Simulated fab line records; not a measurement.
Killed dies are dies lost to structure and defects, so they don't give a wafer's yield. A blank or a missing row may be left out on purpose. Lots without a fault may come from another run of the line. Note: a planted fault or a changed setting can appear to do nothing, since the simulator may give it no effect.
Problem report in the 8D (eight disciplines) form, filled by code / flow n5-finfet / the parts of the form that need people (team, actions taken, sign-off) are left out

## 1. WHAT IS WRONG
rf-fwd-power-W at N5_DUMMY_GATE_ETCH_31 reads a mean of 424.1 W on 6 wafers of 2 lots; wafers without a fault read 342.0 W with a standard deviation of 1.7. Relative to the usual mean, that is a shift of +48 standard deviations.
The step: etches SiO2 in C4F6/O2, target depth 82.5 nm, time 27.5 s.
The first sign was on wafer L758.2 at day 3 22:05, on rie-diel-05. At this step, 27 wafers from 9 lots have a number in the record. By rule, "out" or "out of limits" means more than 4 standard deviations away from the usual mean. All remaining wafers that have a number are taken as sound.

## 2. WHAT IT IS; WHAT IT IS NOT
question=which readings at this step | is=rf-fwd-power-W, rf-vpp-V | is not=drypump-motor-current-A, oes-product-au, showerhead-plenum-p-Torr, throttle-valve-pct
question=which lots | is=L758, L759 | is not=L770, L771, L772, L773, L774, L775, L777
question=which wafers of those lots | is=all that have a number | is not=-
question=read on which tools | is=rie-diel-05 | is not=rie-diel-01, rie-diel-06
question=when | is=from day 3 22:05 | is not=up to then (0 sound wafers); but 21 sound wafers of L770, L771, L772, L773, L774, L775, L777 came after

## 3. SUSPECTS, AND WHAT RULES EACH OUT
Counting: a tool stays on the suspect list if, at a process step up to the reading, it processed all lots that are out and no sound lot following the first of them.
- rie-diel-05 at N5_DUMMY_GATE_ETCH_31 (etches SiO2 in C4F6/O2, target depth 82.5 nm, time 27.5 s): ruled out as a lasting fault. After its first lot that is out, L758 (day 3 22:05), sound lots L770, L772, L774, L775 ran on it.
Left after counting: nothing in the record.

## 4. THE CAUSE (what the simulator had put in)
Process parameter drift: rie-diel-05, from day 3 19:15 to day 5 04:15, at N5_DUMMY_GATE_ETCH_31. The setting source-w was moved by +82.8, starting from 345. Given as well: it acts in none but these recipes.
Counting ruled it out, wrongly.

## 5. THE CHAIN OF EFFECTS, in route order
Each row: a reading where the mean over the struck wafers with a number is more than 3 standard deviations away from the usual. Readings are gone through only where the record gives a usual standard deviation; hours: the median, over the lots, of the time from a lot's start at the first step in this table giving one to that lot's start at this step; sigmas: the change measured in usual standard deviations.
hours=0; step=N5_DUMMY_GATE_ETCH_31; reading=oes_f_703_au; usual=0.75 a.u.; on struck wafers=0.96; change=+0.21; sigmas=+4.2
hours=0; step=N5_DUMMY_GATE_ETCH_31; reading=oes_o_777_au; usual=0.75 a.u.; on struck wafers=0.93; change=+0.18; sigmas=+3.7
hours=0; step=N5_DUMMY_GATE_ETCH_31; reading=rf-fwd-power-W; usual=342.0 W; on struck wafers=424.1; change=+82.1; sigmas=+48
hours=0; step=N5_DUMMY_GATE_ETCH_31; reading=rf-vpp-V; usual=665 V; on struck wafers=604; change=-61; sigmas=-6.1
Process steps it contains:
- N5_DUMMY_GATE_ETCH_31: etches SiO2 in C4F6/O2, target depth 82.5 nm, time 27.5 s.
Later measuring or inspecting steps at which every struck wafer that the step has a row for has a number for every such reading, and none has moved that far: N5_BEOL_M4_RC_MEAS_101.

## 6. WHAT WOULD HAVE CAUGHT IT SOONER
In this record no reading fell out of limits until day 3 22:05, 3 hours after the fault had begun at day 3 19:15.
